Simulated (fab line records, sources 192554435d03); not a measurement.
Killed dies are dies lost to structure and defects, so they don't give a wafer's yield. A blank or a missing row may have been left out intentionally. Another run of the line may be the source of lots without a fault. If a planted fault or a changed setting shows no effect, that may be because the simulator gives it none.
A single fault, viewed from 2 desks || flow n5-finfet || each desk holds nothing but its own numbers, with what lay behind them at the end

== TOOL OWNER'S DESK, cmp-03 ==
The tool's own readings at N5_BEOL_M9_CMP_52 (polishes, stops on SiCOH lowk, t overpolish 7 s, target thk 140 nm): means of the sampled wafers that have a number, for each lot that ran on this tool. The brackets show how far a lot's mean lies from the usual mean; more than 4 standard deviations puts the lot out of limits, marked OUT.
Columns: A = barrier-field-endpoint-s at N5_BEOL_M9_CMP_52, usual 29.0 s; B = edge-zone-pressure-frac at N5_BEOL_M9_CMP_52, usual 1.000; C = motor-current-A at N5_BEOL_M9_CMP_52, usual 6.2 A; D = overpolish-run-s at N5_BEOL_M9_CMP_52, usual 6.999 s; E = time-to-endpoint-s at N5_BEOL_M9_CMP_52, usual 66 s
{"lot": "L367", "first seen here": "day 9 22:49", "A": 29.3, "B": 1.003, "C": 5.9, "D": 7.007, "E": 70}
{"lot": "L370", "first seen here": "day 11 09:04", "A": 29.0, "B": 0.999, "C": 6.3, "D": 6.999, "E": 67}
{"lot": "L371", "first seen here": "day 11 17:22", "A": 29.0, "B": 0.999, "C": 6.0, "D": 6.998, "E": 70}
{"lot": "L376", "first seen here": "day 12 08:25", "A": 29.0, "B": 1.000, "C": 6.3, "D": 6.993, "E": 69}
{"lot": "L373", "first seen here": "day 12 09:22", "A": 30.4, "B": 1.004, "C": 6.2, "D": 7.002, "E": 70}
{"lot": "L382", "first seen here": "day 14 14:39", "A": 29.9, "B": 1.000, "C": 6.0, "D": 6.993, "E": 69}
{"lot": "L384", "first seen here": "day 14 20:19", "A": 29.1, "B": 1.001, "C": 5.7, "D": 7.001, "E": 69}
Result from this desk: across the 7 lots, nothing is out of limits.

== THE DEFECT DESK ==
Per lot, the means of the sampled wafers with a number show what the inspections along the route counted. The brackets show how far a lot's mean lies from the usual mean; more than 4 standard deviations puts the lot out of limits, marked OUT.
Columns: A = raw-defect-count at N5_BEOL_M9_INSPECT_58, usual 72; B = raw-defect-count at N5_BEOL_M10_INSPECT_13, usual 414
{"lot": "L367", "first seen here": "day 9 23:16", "A": 85, "B": 362}
{"lot": "L369", "first seen here": "day 11 02:41", "A": 62, "B": 460}
{"lot": "L370", "first seen here": "day 11 09:29", "A": 39, "B": 217}
{"lot": "L371", "first seen here": "day 11 18:02", "A": 63, "B": 491}
{"lot": "L376", "first seen here": "day 12 08:52", "A": 137, "B": 424}
{"lot": "L373", "first seen here": "day 12 09:49", "A": 68, "B": 276}
{"lot": "L377", "first seen here": "day 12 17:20", "A": 74, "B": 523}
{"lot": "L382", "first seen here": "day 14 15:02", "A": "538 (+16) OUT", "B": "908 (+4.5) OUT"}
{"lot": "L384", "first seen here": "day 14 20:46", "A": "504 (+15) OUT", "B": 792}
{"lot": "L387", "first seen here": "day 16 00:37", "A": 34, "B": 313}
{"lot": "L389", "first seen here": "day 16 02:41", "A": 59, "B": 492}
Finding of this desk: L382, L384 out of limits; the first was L382 at day 14 15:02, on raw-defect-count at N5_BEOL_M9_INSPECT_58. L367, L369, L370, L371, L376, L373, L377, L387, L389 stayed within limits.

== BROUGHT TOGETHER ==
The defect desk could have raised an alarm at day 14 15:02, on L382, L384.
The desk of the tool owner found nothing out of limits.
The tool owner's desk has L382, L384 on record, within its limits.
N5_BEOL_M9_CMP_52 was run on cmp-03 by each of the lots named.

== WHAT HAD BEEN PUT IN BY THE SIMULATOR ==
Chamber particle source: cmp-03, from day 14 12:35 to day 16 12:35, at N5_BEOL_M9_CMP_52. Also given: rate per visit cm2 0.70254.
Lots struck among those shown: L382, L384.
Hours from the fault's start to each desk's first reading out of limits: the defect desk, 2.
